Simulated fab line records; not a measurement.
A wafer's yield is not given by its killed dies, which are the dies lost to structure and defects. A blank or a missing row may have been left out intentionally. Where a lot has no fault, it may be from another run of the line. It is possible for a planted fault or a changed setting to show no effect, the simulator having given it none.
fab line records	flow n5-finfet
record lots=13	wafers=39	last-day=18
route steps=1938 shown MOL_CONTACT_COAG@552 TV_OPEN@1889 PASSIVATION@1936
lots with no fault: from the same line, run without faults
start-h: hours from the record's opening day to when the first of the lot's shown wafers began	wait-h: hours from the lot's prior step to this one	" repeats the value in the row above	L1.1+2: a row that stands for several wafers	- no value, or no start was given	* or withheld: withheld	< > ~ a bound
route shown NAME@n: a module of which the file shows steps, and the number in the route of the first	usual: mean/standard deviation taken from wafers without a fault	same: alike in all rows	chamber/n: place in a boat	sites: readings site by site	_std_site: the standard deviation of these	_edge_site: the outer-site mean with the inner-site mean subtracted	radius-mm: for every site, how far away it sits from the centre of the wafer	mask NAME#n: copy n	behind: the most recent tool/chamber to have shaped the wafer	hold: the reason the lot was held/the length of the hold in hours/how it ended	device: the transistor (n, p or np) that didn't switch	end of line: the route-end tests of the same wafers	a step without rows: its recipe alone	killed: at the first sort, the dies lost to defects and structure; wafer yield is something else	map: shows each die of a wafer: x if killed, . if not, _ if none is there
set.NAME: the run value of the setting; set.NAME@STEP: its run value at that earlier step	model.NAME: the simulator's own value behind a step, which no gauge read
a sample of lots followed through the steps of the route, with each step as a table and each wafer as a row
services: from which hour (start-h, from the record's first day; less than 0 if before it) a tool's chamber was out of use, for how many hours, and why
## steps
# step N5_MOL_CONTACT_COAG_PRECLEAN_125
# recipe chemistry=DIW	time-s=57.5	temp-c=23
lot.wafer	tool	chamber	start-h	wait-h
L993.2+3+6	wet-bench-01	1,6,4	97.27	0.1
L994.1+3+5	wet-bench-01	6,7,0	97.57	0.1
L995.2+5+6	wet-bench-05	2,3,7	107.72	0.1
L996.2+3+6	wet-bench-04	2,3,7	111.34	0.1
L997.2+3+6	wet-bench-01	4,1,2	117.11	0.1
L998.1+2+5	wet-bench-05	4,7,5	123.89	0.1
L100.3+4+6	wet-bench-01	2,3,1	141.99	0.1
L101.1+2+4	wet-bench-01	2,4,5	142.26	0.1
L102.1+3+5	wet-bench-01	3,5,6	148.17	0.1
L103.3+4+6	wet-bench-01	1,4,0	148.99	0.3
L107.1+3+4	wet-bench-01	1,7,2	176.84	0.2
L111.1+2+3	wet-bench-04	5,2,0	216.98	0.1
L116.1+3+6	wet-bench-04	3,7,2	231.20	0.1
# step N5_PASSIVATION_STRIP_14
# recipe chemistry=O2	power-w=600	temp-c=60	pressure-mtorr=30	rf-frequency-hz=6e+07	bias-power-w=0	overash-fraction=0.5	o2-flow-sccm=225
# usual drypump-motor-current-A=5.7/0.59	oes-product-au=0.80/0.09	rf-vpp-V=3.7/0.91	showerhead-plenum-p-Torr=2.09/0.064	throttle-valve-pct=16.65/0.25
lot.wafer	tool	chamber	start-h	wait-h	drypump-motor-current-A	oes-product-au	rf-hours-counter-h	rf-vpp-V	showerhead-plenum-p-Torr	throttle-valve-pct
L995.2	rie-diel-06	3	275.68	0.1	5.7	0.78	130	4.5	2.19	16.64
L995.5	"	2	"	"	5.0	0.88	-	2.9	2.04	16.25
L995.6	"	3	"	"	5.7	0.77	-	1.3	2.19	16.60
L993.2	rie-diel-03	1	276.10	0.1	5.7	0.87	54	3.9	2.13	16.47
L993.3	"	2	"	"	6.6	0.92	10	3.4	2.07	16.59
L993.6	"	0	"	"	6.5	0.92	-	4.3	2.15	16.33
L994.1	rie-diel-03	3	279.97	0.1	5.4	0.68	243	4.5	2.18	17.08
L994.3	"	0	"	"	6.5	0.94	25	4.1	2.15	16.27
L994.5	"	2	"	"	6.6	0.92	-	2.7	2.07	16.58
L996.2	rie-diel-01	2	280.64	0.1	6.0	0.78	119	4.6	2.09	16.59
L996.3	"	0	"	"	5.2	0.74	176	3.4	2.09	17.01
L996.6	"	1	"	"	4.9	0.67	-	2.9	2.14	16.66
L997.2	rie-diel-01	1	298.77	0.1	4.8	0.68	228	4.2	2.14	16.69
L997.3	"	2	"	"	6.0	0.76	121	2.5	2.09	16.62
L997.6	"	0	"	"	5.2	0.74	-	6.0	2.09	16.99
L998.1	rie-diel-06	2	306.42	0.1	4.9	0.85	70	3.5	2.04	16.26
L998.2	"	1	"	"	5.1	0.69	248	3.1	2.07	16.82
L998.5	"	2	"	"	4.9	0.86	-	3.8	2.04	16.26
L100.3	rie-diel-06	0	324.41	0.1	6.2	0.73	210	4.0	1.99	16.92
L100.4	"	3	"	"	5.7	0.76	-	3.8	2.18	16.66
L100.6	"	0	"	"	6.3	0.72	-	5.9	1.99	16.91
L101.1	rie-diel-03	2	324.47	0.1	6.6	0.89	27	4.0	2.06	16.62
L101.2	"	3	"	"	5.4	0.97	1	3.0	2.17	16.70
L101.4	"	3	"	"	5.4	0.97	-	4.3	2.17	16.65
L102.1	rie-diel-06	2	329.17	0.1	4.9	0.85	78	3.3	2.04	16.27
L102.3	"	3	"	"	5.7	0.76	148	2.3	2.18	16.67
L102.5	"	2	"	"	4.9	0.83	-	4.4	2.04	16.28
L103.3	rie-diel-01	1	330.32	0.1	4.8	0.68	239	5.3	2.14	16.69
L103.4	"	0	"	"	5.2	0.73	190	1.5	2.08	17.01
L103.6	"	0	"	"	5.2	0.73	-	4.1	2.08	17.03
L107.1	rie-diel-06	2	355.78	0.1	4.9	0.83	86	3.7	2.04	16.27
L107.3	"	0	"	"	6.3	0.73	221	4.5	1.98	16.95
L107.4	"	1	"	"	5.0	0.96	6	3.6	2.07	16.40
L111.1	rie-diel-03	0	385.80	0.1	6.5	0.88	56	4.5	2.14	16.39
L111.2	"	2	"	"	6.6	0.87	40	3.7	2.06	16.65
L111.3	"	1	"	"	5.7	0.83	81	2.4	2.12	16.55
L116.1	rie-diel-06	1	423.05	0.1	5.0	0.92	25	4.9	2.06	16.43
L116.3	"	2	"	"	5.0	0.81	105	3.8	2.03	16.34
L116.6	"	3	"	"	5.7	0.73	-	4.2	2.17	16.75
# step N5_PASSIVATION_PROBE_49
# usual defect-limited-yield=91.3/1.7	killed_at_M0_to_M3=33/11	killed_at_M4_up=14/5.5	killed-at-contacts=13/6.5	killed-at-front-end=39/13	killed-at-other=3.4/2.9	killed-dies=103/20	killed-open=69/15	killed-short=32/8.1	sort_bin_5_function=5.1/1.1	sort_bin_6_memory=3.3/0.74	sort_bin_8_speed=0.00/0.014	sort-n-pass=1077/20	sort-yield-pct=91.3/1.7
# same gross-dies=1180	killed-at-back-side=0	sort_bin_4_leakage[%]=0
lot.wafer	tool	chamber	start-h	wait-h	defect-limited-yield[%]	killed_at_M0_to_M3	killed_at_M4_up	killed-at-contacts	killed-at-front-end	killed-at-other	killed-dies	killed-open	killed-short	sort_bin_5_function[%]	sort_bin_6_memory[%]	sort_bin_8_speed[%]	sort-n-pass	sort-yield-pct[%]
L107.1	prober-01	-	362.28	0.0	79.6	24	12	161	44	0	241	56	27	11.5	4.2	0	939	79.6
L107.3	prober-01	-	362.38	0.1	93.6	22	12	7	32	3	76	51	24	3.5	2.5	0	1104	93.6
L107.4	prober-01	-	362.43	0.2	90.2	24	14	9	68	1	116	77	34	5.9	3.6	0	1064	90.2
# killed by level:class
L107.1 MOL_CONTACT_COAG:unspecified=155 STI_FIN_REVEAL:geometric-particle:open=15 GATE_CUT:geometric-particle:short=11 BEOL_M3:geometric-particle:open=8 MOL_CONTACT_COAG:geometric-particle:open=6 BEOL_M2:geometric-particle:open=5 GATE_CUT:geometric-particle:open=5 BEOL_M0_SAQP:geometric-particle:short=4
L107.3 BEOL_M1:geometric-particle:open=9 BEOL_M0_SAQP:geometric-particle:open=6 STI_FIN_REVEAL:geometric-particle:open=5 MOL_CONTACT_COAG:geometric-particle:open=5 BEOL_M4:geometric-particle:open=5 FIN_SAQP:geometric-particle:open=4 DUMMY_GATE:geometric-particle:open=4 GATE_CUT:geometric-particle:short=4
L107.4 STI_FIN_REVEAL:geometric-particle:open=15 STARTING-WAFER:geometric-particle:short=10 GATE_CUT:geometric-particle:short=9 BEOL_M1:geometric-particle:open=9 GATE_CUT:geometric-particle:open=9 MOL_CONTACT_COAG:geometric-particle:open=9 BEOL_M3:geometric-particle:open=6 FIN_SAQP:geometric-particle:open=5
## services
tool	chamber	start-h	hours	kind
rie-diel-03	1	77.68	-	clean
rie-diel-03	1	77.68	-	consumable-replace:focus-ring
rie-diel-06	3	84.92	1.6	repair
rie-diel-03	-	116.21	0.6	repair
rie-diel-03	-	123.78	2.8	pm
rie-diel-06	0	160.21	2.8	repair
rie-diel-03	0	178.59	-	clean
rie-diel-03	0	178.59	-	consumable-replace:focus-ring
rie-diel-03	0	178.59	26.3	scheduled-down
rie-diel-06	0	213.00	3.4	repair
rie-diel-01	1	226.18	3.6	repair
rie-diel-01	0	241.59	12.8	repair
rie-diel-03	2	266.47	4.2	repair
wet-bench-05	-	273.48	1.3	repair
rie-diel-06	1	290.13	8.6	repair
rie-diel-01	-	294.76	1.2	repair
rie-diel-06	1	312.47	-	clean
rie-diel-06	1	312.47	-	consumable-replace:focus-ring
rie-diel-06	1	312.47	21.9	scheduled-down
rie-diel-06	1	312.47	21.9	vent-cycle
rie-diel-03	-	357.61	13.2	repair
rie-diel-06	-	363.75	0.3	repair
wet-bench-01	-	406.01	4.4	pm
rie-diel-01	-	420.51	2.8	pm
## key
first-sign step=N5_PASSIVATION_PROBE_49	reading=killed-at-contacts	direction=up	sigmas=23	usual=13	struck=161
effect step=N5_PASSIVATION_PROBE_49	reading=defect-limited-yield	direction=down	sigmas=6.8	usual=91.3	struck=79.6
more-kills-born-at N5_MOL_CONTACT_COAG_PRECLEAN_125@wet-bench-01=155
met-at N5_MOL_CONTACT_COAG_PRECLEAN_125
struck-lots L107
struck-wafers L107.1
not-acting-at N5_PASSIVATION_STRIP_14
onset-between 148.99 176.84
fault kind=chamber-particle-source	tool=wet-bench-01	chamber=1	onset-h=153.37	steps=N5_MOL_CONTACT_COAG_PRECLEAN_125	rate-per-visit-cm2=2.1733	end-h=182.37
